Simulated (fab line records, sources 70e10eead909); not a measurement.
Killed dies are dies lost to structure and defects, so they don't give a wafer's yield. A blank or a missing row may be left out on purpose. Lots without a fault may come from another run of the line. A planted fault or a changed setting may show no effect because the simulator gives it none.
Chamber matching | flow nand_harc | NHARC_A_STAIRCASE_DESCUM_443 on rie_diel-01: 4 sister chambers
The step chemistry O2, time 3 s. 8 wafers are shown with their chamber, then 10 later ones without.

WAFERS WITH THEIR CHAMBER
wafer  | chamber | drypump_motor_current_A (A) | showerhead_plenum_p_Torr (Torr)
L086.1 | 0       | 6.0                         | 1.80
L086.2 | 3       | 5.8                         | 1.92
L086.6 | 1       | 5.2                         | 1.86
L088.1 | 3       | 5.8                         | 1.92
L088.2 | 0       | 5.9                         | 1.79
L088.3 | 2       | 6.4                         | 1.79
L092.1 | 2       | 6.4                         | 1.79
L092.2 | 1       | 5.2                         | 1.85

WAFERS WITHOUT THEIR CHAMBER
wafer  | drypump_motor_current_A (A) | showerhead_plenum_p_Torr (Torr)
L092.5 | 6.4                         | 1.79
L095.3 | 6.0                         | 1.79
L095.4 | 5.8                         | 1.91
L095.5 | 5.2                         | 1.85
L097.4 | 5.2                         | 1.85
L097.5 | 6.4                         | 1.78
L097.6 | 5.2                         | 1.85
L097.1 | 6.4                         | 1.78
L097.2 | 5.8                         | 1.91
L097.3 | 6.0                         | 1.79

WHICH CHAMBER EACH WENT THROUGH
wafer  | from the rows above | in truth
L092.5 | 2                   | 2
L095.3 | 0                   | 0
L095.4 | 3                   | 3
L095.5 | 1                   | 1
L097.4 | 1                   | 1
L097.5 | 2                   | 2
L097.6 | 1                   | 1
L097.1 | 2                   | 2
L097.2 | 3                   | 3
L097.3 | 0                   | 0
Placed correctly: 10 of 10. Can't be placed from these rows: 0. Placed wrongly: 0.
How it was worked out, from the rows above alone: a wafer's distance from a chamber is the root of the sum, over the readings, of the square of ((its reading less the chamber's mean) divided by the reading's scatter). The wafer belongs to the nearest chamber; if the next one is less than 2 further off, it can't be placed. A chamber's mean is the mean of its shown wafers. The scatter: the root of (the sum of the squares of (reading less its chamber's mean) over the shown wafers, divided by (wafers less chambers)).
